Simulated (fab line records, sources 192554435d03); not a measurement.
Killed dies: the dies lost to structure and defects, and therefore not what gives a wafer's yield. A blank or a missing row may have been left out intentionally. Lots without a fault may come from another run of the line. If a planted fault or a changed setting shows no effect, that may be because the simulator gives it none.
Which tool was responsible? || flow n5-finfet || 72 wafers from 24 lots sampled at 3 of the route's 1938 steps

== WHAT THE GAUGES SHOWED, per wafer ==
N5_WELL_APT_CD_MEAS_08 targets a cd of 200 nm.
{"lot": "L074", "measured": "day 1 13:35", "on": "cd-sem-03", "cd-nm (nm)": "199.1 200.7 198.3"}
{"lot": "L075", "measured": "day 1 19:49", "on": "cd-sem-02", "cd-nm (nm)": "197.8 199.8 201.3"}
{"lot": "L076", "measured": "day 2 01:35", "on": "cd-sem-01", "cd-nm (nm)": "198.7 200.6 198.0"}
{"lot": "L077", "measured": "day 2 07:44", "on": "cd-sem-03", "cd-nm (nm)": "199.5 199.2 199.9"}
{"lot": "L078", "measured": "day 2 13:41", "on": "cd-sem-01", "cd-nm (nm)": "202.4 198.6 198.2"}
{"lot": "L079", "measured": "day 2 19:41", "on": "cd-sem-03", "cd-nm (nm)": "200.3 200.0 201.7"}
{"lot": "L080", "measured": "day 3 01:41", "on": "cd-sem-02", "cd-nm (nm)": "198.8 198.1 200.1"}
{"lot": "L081", "measured": "day 3 07:35", "on": "cd-sem-02", "cd-nm (nm)": "198.8 199.4 200.0"}
{"lot": "L082", "measured": "day 3 13:41", "on": "cd-sem-01", "cd-nm (nm)": "200.2 200.8 201.4"}
{"lot": "L083", "measured": "day 3 19:35", "on": "cd-sem-03", "cd-nm (nm)": "199.6 200.5 200.0"}
{"lot": "L084", "measured": "day 4 01:58", "on": "cd-sem-03", "cd-nm (nm)": "202.3 201.0 201.9"}
{"lot": "L085", "measured": "day 4 07:34", "on": "cd-sem-02", "cd-nm (nm)": "198.9 199.4 199.4"}
{"lot": "L086", "measured": "day 4 13:34", "on": "cd-sem-03", "cd-nm (nm)": "200.4 199.5 198.1"}
{"lot": "L087", "measured": "day 4 20:28", "on": "cd-sem-02", "cd-nm (nm)": "199.9 200.3 200.0"}
{"lot": "L088", "measured": "day 5 01:43", "on": "cd-sem-01", "cd-nm (nm)": "200.8 198.0 198.5"}
{"lot": "L089", "measured": "day 5 07:41", "on": "cd-sem-03", "cd-nm (nm)": "200.2 201.0 200.3"}
{"lot": "L090", "measured": "day 5 13:42", "on": "cd-sem-01", "cd-nm (nm)": "200.4 199.8 200.7"}
{"lot": "L091", "measured": "day 5 19:41", "on": "cd-sem-03", "cd-nm (nm)": "199.7 200.0 198.5"}
{"lot": "L092", "measured": "day 6 02:04", "on": "cd-sem-03", "cd-nm (nm)": "200.9 199.1 198.8"}
{"lot": "L093", "measured": "day 6 07:52", "on": "cd-sem-02", "cd-nm (nm)": "199.4 199.2 198.2"}
{"lot": "L094", "measured": "day 6 13:49", "on": "cd-sem-02", "cd-nm (nm)": "200.8 199.7 200.8"}
{"lot": "L095", "measured": "day 6 20:13", "on": "cd-sem-03", "cd-nm (nm)": "199.2 199.6 198.3"}
{"lot": "L096", "measured": "day 7 01:48", "on": "cd-sem-03", "cd-nm (nm)": "200.2 200.5 201.0"}
{"lot": "L097", "measured": "day 7 07:43", "on": "cd-sem-03", "cd-nm (nm)": "202.2 200.5 200.4"}

N5_WELL_APT_INSPECT_10: inspects for defects (macro).
{"lot": "L074", "measured": "day 1 13:38", "on": "defect-inspect-02", "raw-defect-count": "1 0 2"}
{"lot": "L075", "measured": "day 1 19:52", "on": "defect-inspect-01", "raw-defect-count": "0 2 0"}
{"lot": "L076", "measured": "day 2 01:38", "on": "defect-inspect-02", "raw-defect-count": "6 2 4"}
{"lot": "L077", "measured": "day 2 07:47", "on": "defect-inspect-02", "raw-defect-count": "3 1 2"}
{"lot": "L078", "measured": "day 2 13:44", "on": "defect-inspect-01", "raw-defect-count": "0 0 2"}
{"lot": "L079", "measured": "day 2 19:45", "on": "defect-inspect-01", "raw-defect-count": "0 3 3"}
{"lot": "L080", "measured": "day 3 01:44", "on": "defect-inspect-01", "raw-defect-count": "6 2 2"}
{"lot": "L081", "measured": "day 3 07:38", "on": "defect-inspect-01", "raw-defect-count": "0 2 3"}
{"lot": "L082", "measured": "day 3 13:44", "on": "defect-inspect-01", "raw-defect-count": "3 2 2"}
{"lot": "L083", "measured": "day 3 19:39", "on": "defect-inspect-01", "raw-defect-count": "1 0 2"}
{"lot": "L084", "measured": "day 4 02:02", "on": "defect-inspect-01", "raw-defect-count": "4 3 1"}
{"lot": "L085", "measured": "day 4 07:38", "on": "defect-inspect-02", "raw-defect-count": "1 2 1"}
{"lot": "L086", "measured": "day 4 13:37", "on": "defect-inspect-01", "raw-defect-count": "0 0 1"}
{"lot": "L087", "measured": "day 4 20:31", "on": "defect-inspect-02", "raw-defect-count": "5 4 1"}
{"lot": "L088", "measured": "day 5 01:46", "on": "defect-inspect-02", "raw-defect-count": "2 3 4"}
{"lot": "L089", "measured": "day 5 07:44", "on": "defect-inspect-02", "raw-defect-count": "7 2 2"}
{"lot": "L090", "measured": "day 5 13:45", "on": "defect-inspect-02", "raw-defect-count": "2 1 2"}
{"lot": "L091", "measured": "day 5 19:44", "on": "defect-inspect-02", "raw-defect-count": "1 2 1"}
{"lot": "L092", "measured": "day 6 02:07", "on": "defect-inspect-01", "raw-defect-count": "2 0 4"}
{"lot": "L093", "measured": "day 6 07:55", "on": "defect-inspect-01", "raw-defect-count": "2 1 4"}
{"lot": "L094", "measured": "day 6 13:52", "on": "defect-inspect-02", "raw-defect-count": "2 1 3"}
{"lot": "L095", "measured": "day 6 20:16", "on": "defect-inspect-02", "raw-defect-count": "3 2 2"}
{"lot": "L096", "measured": "day 7 01:51", "on": "defect-inspect-01", "raw-defect-count": "2 2 0"}
{"lot": "L097", "measured": "day 7 07:48", "on": "defect-inspect-02", "raw-defect-count": "3 3 2"}

N5_WELL_APT_OVL_MEAS_26.
{"lot": "L074", "measured": "day 1 15:19", "on": "overlay-02", "PWELL_OVL (nm)": "6 0 3"}
{"lot": "L075", "measured": "day 1 21:20", "on": "overlay-02", "PWELL_OVL (nm)": "0 4 5"}
{"lot": "L076", "measured": "day 2 02:44", "on": "overlay-02", "PWELL_OVL (nm)": "-2 3 -6"}
{"lot": "L077", "measured": "day 2 08:54", "on": "overlay-02", "PWELL_OVL (nm)": "5 9 0"}
{"lot": "L078", "measured": "day 2 15:43", "on": "overlay-02", "PWELL_OVL (nm)": "5 6 9"}
{"lot": "L079", "measured": "day 2 21:00", "on": "overlay-02", "PWELL_OVL (nm)": "-3 -1 -2"}
{"lot": "L080", "measured": "day 3 03:01", "on": "overlay-02", "PWELL_OVL (nm)": "10 10 13"}
{"lot": "L081", "measured": "day 3 08:49", "on": "overlay-02", "PWELL_OVL (nm)": "-3 10 1"}
{"lot": "L082", "measured": "day 3 15:22", "on": "overlay-01", "PWELL_OVL (nm)": "7 3 1"}
{"lot": "L083", "measured": "day 3 20:58", "on": "overlay-02", "PWELL_OVL (nm)": "6 6 5"}
{"lot": "L084", "measured": "day 4 03:15", "on": "overlay-02", "PWELL_OVL (nm)": "5 0 7"}
{"lot": "L085", "measured": "day 4 08:46", "on": "overlay-01", "PWELL_OVL (nm)": "-2 0 2"}
{"lot": "L086", "measured": "day 4 14:54", "on": "overlay-01", "PWELL_OVL (nm)": "2 12 9"}
{"lot": "L087", "measured": "day 4 21:50", "on": "overlay-01", "PWELL_OVL (nm)": "-3 6 3"}
{"lot": "L088", "measured": "day 5 02:53", "on": "overlay-01", "PWELL_OVL (nm)": "4 4 4"}
{"lot": "L089", "measured": "day 5 08:50", "on": "overlay-02", "PWELL_OVL (nm)": "-4 -6 -4"}
{"lot": "L090", "measured": "day 5 15:02", "on": "overlay-02", "PWELL_OVL (nm)": "3 -4 -4"}
{"lot": "L091", "measured": "day 5 21:25", "on": "overlay-02", "PWELL_OVL (nm)": "2 -6 -2"}
{"lot": "L092", "measured": "day 6 03:21", "on": "overlay-02", "PWELL_OVL (nm)": "3 6 8"}
{"lot": "L093", "measured": "day 6 09:09", "on": "overlay-01", "PWELL_OVL (nm)": "-1 5 0"}
{"lot": "L094", "measured": "day 6 15:50", "on": "overlay-02", "PWELL_OVL (nm)": "8 9 7"}
{"lot": "L095", "measured": "day 6 21:29", "on": "overlay-01", "PWELL_OVL (nm)": "-4 -1 1"}
{"lot": "L096", "measured": "day 7 02:57", "on": "overlay-01", "PWELL_OVL (nm)": "3 2 6"}
{"lot": "L097", "measured": "day 7 09:01", "on": "overlay-02", "PWELL_OVL (nm)": "2 9 5"}

== WHICH TOOL RAN EACH LOT (tool, then ch and the chambers of the sampled wafers, then the start) ==
The record shows no process step preceding these readings.

== AS READ BY THE TOOLS THEMSELVES (means over the sampled wafers that have a number; for cases with no such wafer, the mark the record gives instead) ==
The record holds no such reading with a usual standard deviation.

== THE ANSWER, worked out from the rows above alone ==
Rule: what is usual is taken from the lots themselves. Put in order of their means at a reading, lots are off if they are a third of the lots or fewer, leave a main group of 4 or more, and stand apart from it by a gap of 3 or more times the standard deviation of the main group's means; of several such gaps the widest counts. A main group is skipped when, at the precision printed for the reading in the tables above, its means are all equal. A lot without any number at a reading at which 4 lots or more have one is off too. All remaining lots with rows at the step are treated as sound. First the gauges in route order, then the tools' own readings, where a lot's mean is used as printed above. The first step at which some lot is off is used, and at that step the reading that is off furthest; a lot without a number counts as furthest.
Across all readings shown, no lot is off: no conclusion can be drawn from this.

== WHAT THE SIMULATOR PUT IN ==
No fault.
